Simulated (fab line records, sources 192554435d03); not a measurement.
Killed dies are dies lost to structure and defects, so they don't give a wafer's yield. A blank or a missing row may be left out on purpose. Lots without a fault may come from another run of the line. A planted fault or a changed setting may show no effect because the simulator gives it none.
Split-lot experiment | flow n5_finfet | 7 lots, 39 wafers read, on a route of 1938 steps

THE SPLIT
At N5_MOL_CONTACT_COAG_ETCH_124 (etches SiNx in CH3F/O2, stops on SiOC, target depth 6.5 nm), the setting bias_w was moved away from the recipe's 73 W on 18 of the 39 wafers read, by -15.7% to +13.2%. The other wafers ran this setting at the recipe's value.

The reading is taken at the split's own step.

THE READING
rf_vpp_V, in V, at N5_MOL_CONTACT_COAG_ETCH_124 (etches SiNx in CH3F/O2, stops on SiOC, target depth 6.5 nm). Fault-free wafers of this fab line usually give 297.5 V, standard deviation 2.1 V.

wafer  | tool, chamber at the split | bias_w as run, W | against the recipe | rf_vpp_V, V | against lot-mates on the recipe
L077.1 | rie_diel-05, 0             | 64.63            | -11.5%             | 266.0       | -28.8
L077.2 | rie_diel-05, 1             | 64.63            | -11.5%             | 271.0       | -23.8
L077.3 | rie_diel-05, 3             | 73               | recipe             | 295.8       | -
L077.4 | rie_diel-05, 2             | 64.63            | -11.5%             | 269.9       | -24.9
L077.5 | rie_diel-05, 0             | 73               | recipe             | 293.2       | -
L077.6 | rie_diel-05, 3             | 73               | recipe             | 295.3       | -
L079.1 | rie_diel-02, 1             | 73               | recipe             | 300.0       | -
L079.2 | rie_diel-02, 3             | 73               | recipe             | 295.9       | -
L079.3 | rie_diel-02, 2             | 73               | recipe             | 293.0       | -
L080.1 | rie_diel-02, 2             | 82.6             | +13.2%             | 324.0       | +27.3
L080.2 | rie_diel-02, 3             | 73               | recipe             | 298.7       | -
L080.3 | rie_diel-02, 0             | 82.6             | +13.2%             | 328.7       | +32.0
L080.4 | rie_diel-02, 1             | 82.6             | +13.2%             | 330.2       | +33.5
L080.5 | rie_diel-02, 3             | 73               | recipe             | 297.7       | -
L080.6 | rie_diel-02, 2             | 73               | recipe             | 293.8       | -
L083.1 | rie_diel-01, 1             | 78.77            | +7.9%              | 318.1       | +19.7
L083.2 | rie_diel-01, 3             | 73               | recipe             | 298.0       | -
L083.3 | rie_diel-01, 0             | 78.77            | +7.9%              | 316.3       | +17.9
L083.4 | rie_diel-01, 0             | 73               | recipe             | 298.5       | -
L083.5 | rie_diel-01, 3             | 73               | recipe             | 298.8       | -
L083.6 | rie_diel-01, 1             | 78.77            | +7.9%              | 318.6       | +20.2
L085.1 | rie_diel-01, 2             | 64.11            | -12.2%             | 266.3       | -33.4
L085.2 | rie_diel-01, 3             | 73               | recipe             | 300.3       | -
L085.3 | rie_diel-01, 1             | 73               | recipe             | 300.3       | -
L085.4 | rie_diel-01, 0             | 73               | recipe             | 298.6       | -
L085.5 | rie_diel-01, 3             | 64.11            | -12.2%             | 271.3       | -28.4
L085.6 | rie_diel-01, 0             | 64.11            | -12.2%             | 269.0       | -30.7
L091.1 | rie_diel-01, 2             | 73               | recipe             | 294.2       | -
L091.2 | rie_diel-01, 3             | 73               | recipe             | 298.4       | -
L091.3 | rie_diel-01, 0             | 61.52            | -15.7%             | 260.1       | -36.9
L091.4 | rie_diel-01, 1             | 73               | recipe             | 298.4       | -
L091.5 | rie_diel-01, 1             | 61.52            | -15.7%             | 260.0       | -37.0
L091.6 | rie_diel-01, 0             | 61.52            | -15.7%             | 258.6       | -38.4
L094.1 | rie_diel-05, 2             | 73               | recipe             | 297.3       | -
L094.2 | rie_diel-05, 3             | 73               | recipe             | 295.7       | -
L094.3 | rie_diel-05, 1             | 73               | recipe             | 300.3       | -
L094.4 | rie_diel-05, 1             | 68.15            | -6.6%              | 284.4       | -13.4
L094.5 | rie_diel-05, 3             | 68.15            | -6.6%              | 281.2       | -16.6
L094.6 | rie_diel-05, 2             | 68.15            | -6.6%              | 282.9       | -14.9

THE FIT
A straight line over all 39 wafers: rf_vpp_V changes by +2.38 V for each +1% of bias_w; r = +0.99; the points scatter about the line by 2.3 V.
The same after taking each lot's own level away (the mean of its wafers on the recipe; 39 wafers): +2.38 V for each +1%; r = +0.99; scatter 2 V.
On that fit, the largest move of bias_w shifts the reading by 37 V.
The lots' own levels span 294.77 to 299.73 V, that is 2.4 times the standard deviation above.
So the lot-to-lot level changes the slope little: the two slopes agree.
Check: with one of the wafers moved furthest among these (-15.7%) left out of the fit, the line predicts -37.4 V for it against its lot-mates. It came out at -36.9 V against them.
Tool readings at the split's step, against how far the setting was moved: rf_vpp_V r = +0.99.

OTHER SPLITS ON THESE WAFERS
These wafers also went through other splits before the reading. Each is held against what the fit with the lots' levels taken away leaves over:
other split on the same wafers       | wafers away from the commonest value | r with rf_vpp_V (lot level and that fit taken away)
N5_FIN_SAQP_ETCH_52 source_w         | 15                                   | -0.10
N5_DUMMY_GATE_ETCH_37 source_w       | 12                                   | -0.14
N5_DUMMY_GATE_ETCH_31 target_depth_a | 9                                    | +0.18
N5_GATE_CUT_ALD_22 ald_cycles        | 12                                   | -0.07

THE FILE'S OWN FIT
rf_vpp_V changes by +2.38 V for each +1% of bias_w, r = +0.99.
